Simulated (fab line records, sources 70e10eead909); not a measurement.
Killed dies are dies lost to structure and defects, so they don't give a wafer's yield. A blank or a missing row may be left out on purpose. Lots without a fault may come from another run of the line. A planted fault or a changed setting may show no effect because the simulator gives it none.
Which tool did it? | flow nand_harc | 7 lots, 21 wafers sampled, at 3 steps of a route of 1302

WHAT THE GAUGES READ, wafer by wafer
NHARC_A_ONON_D2_THK_MEAS_18: measures by ellipsometry.
lot  | measured     | on            | thk_nm (nm)
L497 | day 12 21:54 | film_metro-01 | 1015 1016 1017
L501 | day 14 14:11 | film_metro-02 | 1799 1014 1013
L510 | day 19 11:08 | film_metro-01 | 983 983 984
L513 | day 19 20:48 | film_metro-01 | 999 998 1000
L515 | day 20 20:16 | film_metro-02 | 1006 1004 1004
L517 | day 21 15:38 | film_metro-01 | 1010 1011 1013
L519 | day 22 18:37 | film_metro-01 | 1015 1014 1014

WHICH TOOL RAN EACH LOT (tool, then ch and the chambers of the sampled wafers, then the start)
lot  | NHARC_A_DECK1_JOINT_ETCHBACK_00  | NHARC_A_ONON_D2_DEP_16
L497 | rie_si-01 ch 0,1, day 11 11:37   | pecvd_onon-03 ch 0, day 12 21:26
L501 | rie_si-04 ch 0,1,3, day 13 02:43 | pecvd_onon-03 ch 0, day 14 13:43
L510 | rie_si-01 ch 0,1,2, day 17 18:41 | pecvd_onon-03 ch 0, day 19 10:41
L513 | rie_si-04 ch 1,3, day 18 10:39   | pecvd_onon-02 ch 0, day 19 20:20
L515 | rie_si-04 ch 0,2,3, day 19 11:56 | pecvd_onon-03 ch 0, day 20 19:49
L517 | rie_si-03 ch 1,2,3, day 20 06:08 | pecvd_onon-03 ch 0, day 21 15:08
L519 | rie_si-03 ch 2,3, day 21 10:37   | pecvd_onon-03 ch 0, day 22 18:05
- NHARC_A_DECK1_JOINT_ETCHBACK_00: etches the open film in HBr, target depth 30 nm, time 17.4 s.
- NHARC_A_ONON_D2_DEP_16: target thk 1000 nm.

THE ANSWER, worked out from the rows above alone
Rule: what is usual is taken from the lots themselves. Put in order of their means at a reading, lots are off if they are a third of the lots or fewer, leave a main group of 4 or more, and stand apart from it by a gap of 3 or more times the standard deviation of the main group's means; of several such gaps the widest counts. A main group whose means are all the same, to the digits that the tables above print for the reading, isn't used. A lot without any number at a reading at which 4 lots or more have one is off too. The other lots that the step has rows for count as sound.
Off: L501, at NHARC_A_ONON_D2_THK_MEAS_18 (thk_nm). The main group: mean 1005 nm, standard deviation 11.
A tool fits if, at a process step before that reading, it ran every lot that is off, and no sound lot after the first of them. The gauges at NHARC_A_ONON_D2_THK_MEAS_18 are tried like those tools. None of those tried fits.

WHAT THE SIMULATOR HAD PUT IN
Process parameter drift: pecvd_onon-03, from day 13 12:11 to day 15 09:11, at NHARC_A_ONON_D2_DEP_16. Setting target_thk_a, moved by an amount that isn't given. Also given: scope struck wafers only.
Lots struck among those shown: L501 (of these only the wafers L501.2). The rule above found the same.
